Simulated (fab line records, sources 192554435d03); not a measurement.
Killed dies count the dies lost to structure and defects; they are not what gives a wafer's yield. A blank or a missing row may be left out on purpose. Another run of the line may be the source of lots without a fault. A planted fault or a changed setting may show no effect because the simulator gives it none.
Matching of chambers / flow n5-finfet / N5_BEOL_M4_ETCH_64 on rie-diel-06: 4 sister chambers
The step etches SOC in N2/H2, target depth 75 nm, overetch 22.5 nm, time 121.9 s. 14 wafers are shown with their chamber, then 7 later ones without.

EACH WAFER AND ITS CHAMBER
wafer=L077.2; chamber=0; showerhead-plenum-p-Torr (Torr)=2.61; throttle-valve-pct (%)=18.03; drypump-motor-current-A (A)=5.1
wafer=L077.3; chamber=1; showerhead-plenum-p-Torr (Torr)=2.53; throttle-valve-pct (%)=17.39; drypump-motor-current-A (A)=5.4
wafer=L077.5; chamber=1; showerhead-plenum-p-Torr (Torr)=2.53; throttle-valve-pct (%)=17.40; drypump-motor-current-A (A)=5.4
wafer=L079.2; chamber=3; showerhead-plenum-p-Torr (Torr)=2.41; throttle-valve-pct (%)=17.74; drypump-motor-current-A (A)=6.4
wafer=L079.4; chamber=1; showerhead-plenum-p-Torr (Torr)=2.53; throttle-valve-pct (%)=17.40; drypump-motor-current-A (A)=5.4
wafer=L079.6; chamber=0; showerhead-plenum-p-Torr (Torr)=2.61; throttle-valve-pct (%)=18.05; drypump-motor-current-A (A)=5.0
wafer=L078.1; chamber=1; showerhead-plenum-p-Torr (Torr)=2.53; throttle-valve-pct (%)=17.41; drypump-motor-current-A (A)=5.4
wafer=L078.2; chamber=3; showerhead-plenum-p-Torr (Torr)=2.41; throttle-valve-pct (%)=17.73; drypump-motor-current-A (A)=6.5
wafer=L078.5; chamber=0; showerhead-plenum-p-Torr (Torr)=2.61; throttle-valve-pct (%)=18.04; drypump-motor-current-A (A)=5.1
wafer=L084.1; chamber=0; showerhead-plenum-p-Torr (Torr)=2.60; throttle-valve-pct (%)=18.04; drypump-motor-current-A (A)=5.0
wafer=L084.2; chamber=3; showerhead-plenum-p-Torr (Torr)=2.41; throttle-valve-pct (%)=17.75; drypump-motor-current-A (A)=6.4
wafer=L084.3; chamber=1; showerhead-plenum-p-Torr (Torr)=2.53; throttle-valve-pct (%)=17.41; drypump-motor-current-A (A)=5.4
wafer=L085.1; chamber=1; showerhead-plenum-p-Torr (Torr)=2.53; throttle-valve-pct (%)=17.41; drypump-motor-current-A (A)=5.4
wafer=L085.2; chamber=2; showerhead-plenum-p-Torr (Torr)=2.72; throttle-valve-pct (%)=17.49; drypump-motor-current-A (A)=5.7

SIGNATURES, as means of the wafers listed above
reading=showerhead-plenum-p-Torr; chamber 0=2.6075; chamber 1=2.5300; chamber 2=2.7200; chamber 3=2.4100; scatter within a chamber=0.00274
reading=throttle-valve-pct; chamber 0=18.0400; chamber 1=17.4033; chamber 2=17.4900; chamber 3=17.7400; scatter within a chamber=0.00856
reading=drypump-motor-current-A; chamber 0=5.050; chamber 1=5.400; chamber 2=5.700; chamber 3=6.433; scatter within a chamber=0.0408
Rule: distance of a wafer from a chamber = root of the sum over the readings of ((wafer's reading minus chamber's mean) / reading's scatter) squared. The wafer belongs to the nearest chamber; if the next one is less than 2 further off, it can't be placed. How the scatter is found: for the shown wafers, subtract from each reading the mean of its chamber, square and add these, divide the total by (wafers less chambers), then take the root.

WAFERS WITHOUT THEIR CHAMBER
wafer=L085.3; showerhead-plenum-p-Torr (Torr)=2.40; throttle-valve-pct (%)=17.76; drypump-motor-current-A (A)=6.5
wafer=L092.1; showerhead-plenum-p-Torr (Torr)=2.71; throttle-valve-pct (%)=17.53; drypump-motor-current-A (A)=5.6
wafer=L092.2; showerhead-plenum-p-Torr (Torr)=2.52; throttle-valve-pct (%)=17.44; drypump-motor-current-A (A)=5.4
wafer=L092.4; showerhead-plenum-p-Torr (Torr)=2.60; throttle-valve-pct (%)=17.62; drypump-motor-current-A (A)=5.0
wafer=L096.1; showerhead-plenum-p-Torr (Torr)=2.60; throttle-valve-pct (%)=17.66; drypump-motor-current-A (A)=5.1
wafer=L096.2; showerhead-plenum-p-Torr (Torr)=2.39; throttle-valve-pct (%)=17.79; drypump-motor-current-A (A)=6.4
wafer=L096.5; showerhead-plenum-p-Torr (Torr)=2.39; throttle-valve-pct (%)=17.80; drypump-motor-current-A (A)=6.4

WHICH CHAMBER EACH ONE RAN IN
wafer=L085.3; from the rows above=3; in truth=3
wafer=L092.1; from the rows above=2; in truth=2
wafer=L092.2; from the rows above=1; in truth=1
wafer=L092.4; from the rows above=1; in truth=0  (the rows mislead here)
wafer=L096.1; from the rows above=1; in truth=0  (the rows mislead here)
wafer=L096.2; from the rows above=3; in truth=3
wafer=L096.5; from the rows above=3; in truth=3
Placed correctly: 5 of 7. Can't be placed from these rows: 0. Number placed wrongly: 2.
